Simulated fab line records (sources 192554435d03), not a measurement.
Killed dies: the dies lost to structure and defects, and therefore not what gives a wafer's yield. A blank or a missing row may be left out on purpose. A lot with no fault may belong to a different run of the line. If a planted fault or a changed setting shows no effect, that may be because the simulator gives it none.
Comparing a struck lot with a sound one || flow n5-finfet || 33 steps out of a route of 1938
Sound: these wafers, L439.1, L439.3, L439.5. Wafers struck: L449.4, L449.5, L449.6. Last of all comes the cause.
For every step that has rows: the tool of each side, followed by ch and its chambers, followed by its first start. Under that, the readings that differ: sound wafers || struck wafers || difference of the means || sigmas: that difference in standard deviations of wafers without a fault.
alike: words and numbers the same on both sides, and readings whose means are apart by under 2 such deviations; not compared: readings that were withheld, readings missing a value for some wafer, numbers with overlapping values and no deviation given by the record, and bounds like >300 which may hide the same value.
The two part at a step that has a row with sigmas, a row that says differs or no value, or rows on one side only. Numbers that don't overlap but have no deviation are shown without sigmas and don't part them. Lack of a reading on every wafer of one side parts them only where that side has two or more wafers.

first, 10 steps without rows for these wafers: N5_SD_EPI_P_PRECLEAN_51 (cleans in NF3:NH3, afs cycles 1, time 20 s, sublimation time 60 s); N5_SD_EPI_P_VAPOR_ETCH_44 (etches SiGe30 in NF3/Ar, time 3.3 s); N5_SD_EPI_P_EPI_21 (deposits SiGe:B, time 355 s); N5_SD_EPI_P_HM_STRIP_48 (strips SiNx in H3PO4, material SiNx, target depth 3 nm); N5_SD_EPI_P_SRD_49 (time 30 s); N5_SD_EPI_P_PRECLEAN_24 (cleans in O3/DIW, time 45 s); N5_SD_EPI_P_PRECLEAN_32 (cleans in dHF, time 10 s); N5_SD_EPI_P_PRECLEAN_33 (cleans in SC2, time 45 s); N5_SD_EPI_P_SRD_25 (time 30 s); N5_SD_ACTIVATION_RTA_00 (time 0 s).
N5_SD_ACTIVATION_LSA_01: time 0.0008 s.
  sound on laser-anneal-01 ch 0, day 4 08:55; struck on laser-anneal-01 ch 0, day 6 21:52
{"reading": "wafer_temp_C_max", "sound": "1083.7 1084.1 1084.5", "struck": "1054.3 1056.5 1055.7", "difference": -28.6, "sigmas": -24}
N5_SD_ACTIVATION_RS_MEAS_03: measures by four-point-probe.
  struck on film-metro-01, day 6 22:02; sound on film-metro-02, day 4 09:07
{"reading": "RS_SD_N (ohm/sq)", "sound": "22.2 22.2 22.7", "struck": "25.7 25.8 25.7", "difference": "+3.4", "sigmas": "+10"}
{"reading": "RS_SD_P (ohm/sq)", "sound": "54.9 55.4 54.7", "struck": "56.5 57.3 57.3", "difference": "+2.0", "sigmas": "+2"}
then, 19 steps without rows for these wafers: N5_ILD0_LINER_00 (material SiNx, target thk 4 nm, pulse time 1 s, purge time 2 s); N5_ILD0_FCVD_FILL_01 (material SiO2 flowable, target thk 200 nm, time 328.3 s); N5_ILD0_CURE_02 (time 1800 s); N5_ILD0_CMP_03 (polishes, stops on SiNx, t overpolish 1.9 s, target thk 197.38 nm); N5_ILD0_CMP_07 (polishes SiO2 flowable, stops on poly-Si, t overpolish 1.18 s, target thk 138.88 nm); N5_ILD0_PRECLEAN_10 (cleans in NF3:NH3, afs cycles 5, time 20 s, sublimation time 60 s); N5_ILD0_ALD_15 (deposits SiNx, target thk 24 nm, pulse time 1 s, ald cycles 480); N5_ILD0_CMP_12 (polishes SiNx, stops on poly-Si, t overpolish 6 s, target thk 17.67 nm); N5_SDB_HM_DEP_00 (deposits SiNx from SiH4/NH3/N2, target thk 40 nm, time 35.3 s); N5_SDB_COAT_03 (time 60 s, resist thk 100 nm); N5_SDB_COAT_04 (time 60 s, resist thk 18 nm); N5_SDB_COAT_05 (resist thk 90 nm); N5_SDB_EBR_07; N5_SDB_SOFTBAKE_06 (time 60 s); N5_SDB_EXPOSE_08 (exposes mask SDB); N5_SDB_PEB_09 (peb time 60 s); N5_SDB_DEVELOP_10 (develop time 30 s); N5_SDB_DESCUM_16 (chemistry O2, time 7.9 s); N5_SDB_ETCH_17 (etches SiARC in CF4, target depth 23.4 nm, time 39 s).
-- the record jumps here: 5 days lie between the struck wafers' starts before and after (it left off in module SDB and takes up again in module BEOL_M4, whose first step shown is number 1111 of the route) --
N5_BEOL_M4_RC_MEAS_101:
  sound on prober-01 ch 0, day 8 18:02; struck on prober-02 ch 0, day 11 15:28
{"reading": "ION_N (uA/um)", "sound": "682 683 678", "struck": "656 650 653", "difference": -28, "sigmas": -2}
{"reading": "ION_P (uA/um)", "sound": "464 470 469", "struck": "454 450 453", "difference": -15, "sigmas": -2}
{"reading": "RC_DENSE_N (ohm.um)", "sound": "19.1 19.1 19.3", "struck": "21.3 21.4 22.0", "difference": "+2.4", "sigmas": "+6"}
{"reading": "RC_N (ohm.um)", "sound": "15.5 15.6 15.8", "struck": "17.4 17.4 17.9", "difference": "+1.9", "sigmas": "+6"}
{"reading": "REXT_N (ohm.um)", "sound": "78.0 77.1 78.8", "struck": "85.5 86.1 85.9", "difference": "+7.9", "sigmas": "+4"}
{"reading": "RS_SD_N (ohm/sq)", "sound": "29.0 28.8 29.3", "struck": "32.8 32.5 32.9", "difference": "+3.7", "sigmas": "+9"}
  alike: DIBL_N, DIBL_P, IOFF_N, IOFF_P, SS_N, SS_P, VT_N, VT_P
next, for these wafers, 1 step has no rows: N5_PASSIVATION_PROBE_49.

## WHERE THEY PART
First at N5_SD_ACTIVATION_LSA_01; last, within this record, at N5_BEOL_M4_RC_MEAS_101.

WHY: the cause the simulator had injected
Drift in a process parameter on laser-anneal-01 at N5_SD_ACTIVATION_LSA_01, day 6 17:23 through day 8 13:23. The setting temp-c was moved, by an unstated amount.
